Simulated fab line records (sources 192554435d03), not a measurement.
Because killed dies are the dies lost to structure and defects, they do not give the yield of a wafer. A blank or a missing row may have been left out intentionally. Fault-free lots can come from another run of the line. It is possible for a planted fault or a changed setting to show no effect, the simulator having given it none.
Matching of chambers + flow n5Finfet + N5_BEOL_M0_SAQP_ETCH_101 on rieDiel-05: 4 sister chambers
The step etches SiNx in CH3F/O2, target depth 29.9 nm, time 42.7 s. 8 wafers are shown with their chamber, then 10 later ones without.

== WAFERS PAIRED WITH THEIR CHAMBERS ==
| wafer  | chamber | drypumpMotorCurrentA (A) | throttleValvePct (%) |
|--------|---------|--------------------------|----------------------|
| L081.4 | 1       | 6.0                      | 16.61                |
| L082.1 | 1       | 6.0                      | 16.63                |
| L082.4 | 2       | 6.2                      | 16.47                |
| L086.1 | 3       | 6.8                      | 16.42                |
| L086.2 | 0       | 4.7                      | 16.16                |
| L086.4 | 2       | 6.2                      | 16.49                |
| L089.2 | 3       | 6.7                      | 16.45                |
| L089.3 | 0       | 4.7                      | 16.18                |

== WAFERS WHOSE CHAMBER IS MISSING ==
| wafer  | drypumpMotorCurrentA (A) | throttleValvePct (%) |
|--------|--------------------------|----------------------|
| L089.6 | 6.7                      | 16.46                |
| L093.1 | 6.7                      | 16.45                |
| L093.4 | 6.0                      | 16.18                |
| L093.5 | 6.8                      | 16.45                |
| L095.1 | 6.2                      | 16.57                |
| L095.3 | 6.0                      | 16.18                |
| L095.4 | 4.7                      | 16.19                |
| L097.1 | 6.2                      | 16.54                |
| L097.4 | 6.8                      | 16.47                |
| L097.5 | 4.7                      | 16.19                |

== WHICH CHAMBER EACH ONE RAN IN ==
| wafer  | from the rows above     | in truth                   |
|--------|-------------------------|----------------------------|
| L089.6 | 3                       | 3                          |
| L093.1 | 3                       | 3                          |
| L093.4 | 2                       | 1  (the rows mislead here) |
| L093.5 | 3                       | 3                          |
| L095.1 | can't be placed: 2 or 1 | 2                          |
| L095.3 | 2                       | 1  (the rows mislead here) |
| L095.4 | 0                       | 0                          |
| L097.1 | 2                       | 2                          |
| L097.4 | 3                       | 3                          |
| L097.5 | 0                       | 0                          |
Correctly placed: 7 of 10. These rows do not allow placing 1 (true chamber among the candidates in 1). Number placed wrongly: 2.
How it was worked out, from the rows above alone: a wafer's distance from a chamber is the root of the sum, over the readings, of the square of ((its reading less the chamber's mean) divided by the reading's scatter). The wafer belongs to the nearest chamber; if the next one is less than 2 further off, it can't be placed. Each chamber's mean is taken over the wafers shown for it. The scatter is the square root of a quotient: the sum, over the shown wafers, of each reading's squared deviation from its chamber's mean, divided by wafers minus chambers.
